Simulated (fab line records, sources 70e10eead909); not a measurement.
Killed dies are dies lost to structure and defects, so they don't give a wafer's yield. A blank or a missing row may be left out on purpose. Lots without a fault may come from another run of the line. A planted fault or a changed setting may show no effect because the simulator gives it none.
Which tool did it? | flow nand_harc | 6 lots, 18 wafers sampled, at 5 steps of a route of 1159

WHAT THE GAUGES READ, wafer by wafer
NHARC_END_SORT_01.
lot  | measured     | on        | killed_open
L385 | day 23 00:50 | prober-02 | 3 1 1
L391 | day 23 10:12 | prober-01 | 4 3 3
L395 | day 24 15:47 | prober-01 | 1 3 2

WHICH TOOL RAN EACH LOT (tool, then ch and the chambers of the sampled wafers, then the start)
lot  | NHARC_A_STAIRCASE_DEP_259     | NHARC_A_STAIRCASE_DESCUM_291       | NHARC_A_STAIRCASE_ETCH_313         | NHARC_A_STAIRCASE_ALD_420
L383 | pecvd-02 ch 0,1, day 11 22:49 | rie_diel-06 ch 0,1, day 11 23:47   | rie_diel-13 ch 0,1,3, day 12 05:25 | ald_hk-01 ch 0,2,3, day 12 15:35
L385 | pecvd-02 ch 0,2, day 12 12:55 | rie_diel-01 ch 1,2,3, day 12 13:59 | rie_diel-01 ch 0,3, day 12 19:07   | ald_hk-04 ch 0,1, day 13 03:40
L391 | pecvd-04 ch 0,2, day 14 08:07 | rie_diel-06 ch 1,2,3, day 14 09:05 | rie_diel-13 ch 0,2,3, day 14 15:09 | ald_hk-04 ch 2,3, day 15 00:29
L393 | pecvd-01 ch 1,2, day 14 15:57 | rie_diel-13 ch 0,1, day 14 16:54   | rie_diel-01 ch 0,3, day 14 22:08   | ald_hk-04 ch 2,3, day 15 09:17
L395 | pecvd-04 ch 1,2, day 15 01:51 | rie_diel-13 ch 0,3, day 15 02:49   | rie_diel-06 ch 1,2,3, day 15 09:20 | ald_hk-01 ch 0,2,3, day 15 17:37
L403 | pecvd-04 ch 1,2, day 17 13:05 | rie_diel-06 ch 0,2,3, day 17 14:03 | rie_diel-06 ch 0,1,3, day 17 19:22 | ald_hk-02 ch 0,2, day 18 03:22
- NHARC_A_STAIRCASE_DEP_259: deposits SiON, target thk 30 nm.
- NHARC_A_STAIRCASE_DESCUM_291: chemistry O2, time 3 s.
- NHARC_A_STAIRCASE_ETCH_313: etches the open film in CF4/CHF3.
- NHARC_A_STAIRCASE_ALD_420: deposits SiO2, target thk 20 nm, pulse time 6 s, ald cycles 200.

THE ANSWER, worked out from the rows above alone
Rule: what is usual is taken from the lots themselves. Put in order of their means at a reading, lots are off if they are a third of the lots or fewer, leave a main group of 4 or more, and stand apart from it by a gap of 3 or more times the standard deviation of the main group's means; of several such gaps the widest counts. A main group whose means are all the same, to the digits that the tables above print for the reading, isn't used. A lot without any number at a reading at which 4 lots or more have one is off too. The other lots that the step has rows for count as sound.
No lot is off at any reading shown: from this, nothing can be told.

WHAT THE SIMULATOR HAD PUT IN
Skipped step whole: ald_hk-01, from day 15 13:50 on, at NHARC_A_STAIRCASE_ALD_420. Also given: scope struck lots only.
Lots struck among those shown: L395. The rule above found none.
